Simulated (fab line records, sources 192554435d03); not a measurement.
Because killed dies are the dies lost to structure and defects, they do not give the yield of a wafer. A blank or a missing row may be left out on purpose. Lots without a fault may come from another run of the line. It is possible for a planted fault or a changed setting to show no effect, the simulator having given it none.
Chamber matching | flow n5Finfet | 4 sister chambers for N5_BEOL_M4_ETCH_70 on rieDiel-06
The step etches SOC in N2/H2, target depth 80 nm, overetch 24 nm, time 130 s. 14 wafers are shown with their chamber, then 7 later ones without.

== EACH WAFER AND ITS CHAMBER ==
wafer  | chamber | drypumpMotorCurrentA (A) | showerheadPlenumPTorr (Torr) | throttleValvePct (%)
L074.2 | 0       | 5.0                      | 2.70                         | 17.43
L074.5 | 1       | 5.1                      | 2.50                         | 17.75
L074.6 | 3       | 6.6                      | 2.60                         | 17.90
L079.3 | 3       | 6.7                      | 2.60                         | 17.92
L079.5 | 0       | 5.0                      | 2.70                         | 17.42
L079.6 | 3       | 6.7                      | 2.60                         | 17.92
L085.1 | 3       | 6.6                      | 2.60                         | 17.94
L085.3 | 2       | 6.5                      | 2.39                         | 18.33
L085.4 | 2       | 6.5                      | 2.39                         | 18.30
L091.2 | 3       | 6.6                      | 2.59                         | 17.98
L091.5 | 0       | 5.0                      | 2.69                         | 17.48
L091.6 | 3       | 6.6                      | 2.59                         | 17.97
L090.2 | 2       | 6.5                      | 2.39                         | 18.34
L090.4 | 1       | 5.1                      | 2.49                         | 17.38

SIGNATURES (means of the wafers above)
reading               | chamber 0 | chamber 1 | chamber 2 | chamber 3 | scatter within a chamber
drypumpMotorCurrentA  | 5.000     | 5.100     | 6.500     | 6.633     | 0.0365
showerheadPlenumPTorr | 2.6967    | 2.4950    | 2.3900    | 2.5967    | 0.005
throttleValvePct      | 17.4433   | 17.5650   | 18.3233   | 17.9383   | 0.0873
Rule: a wafer lies at a distance from a chamber equal to the root of the sum of squares, over the readings, of (its reading less the chamber's mean, divided by the reading's scatter). If the next closest chamber is less than 2 further off than the closest, the wafer can't be placed; otherwise it belongs to the closest. The scatter: take each reading less its chamber's mean, square it, sum over the shown wafers, divide by the number of wafers less the number of chambers, and take the root.

== WAFERS WITH NO CHAMBER GIVEN ==
wafer  | drypumpMotorCurrentA (A) | showerheadPlenumPTorr (Torr) | throttleValvePct (%)
L090.5 | 6.7                      | 2.59                         | 17.98
L095.1 | 5.1                      | 2.49                         | 17.38
L095.3 | 5.0                      | 2.68                         | 17.48
L095.4 | 5.1                      | 2.49                         | 17.37
L097.2 | 5.1                      | 2.49                         | 17.38
L097.3 | 5.0                      | 2.68                         | 17.49
L097.5 | 6.5                      | 2.71                         | 17.94

== THE CHAMBER EACH PASSED THROUGH ==
wafer  | from the rows above | in truth
L090.5 | 3                   | 3
L095.1 | 1                   | 1
L095.3 | 0                   | 0
L095.4 | 1                   | 1
L097.2 | 1                   | 1
L097.3 | 0                   | 0
L097.5 | 3                   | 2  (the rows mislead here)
Correctly placed: 6 of 7. From these rows, 0 cannot be placed. Wrongly placed: 1.
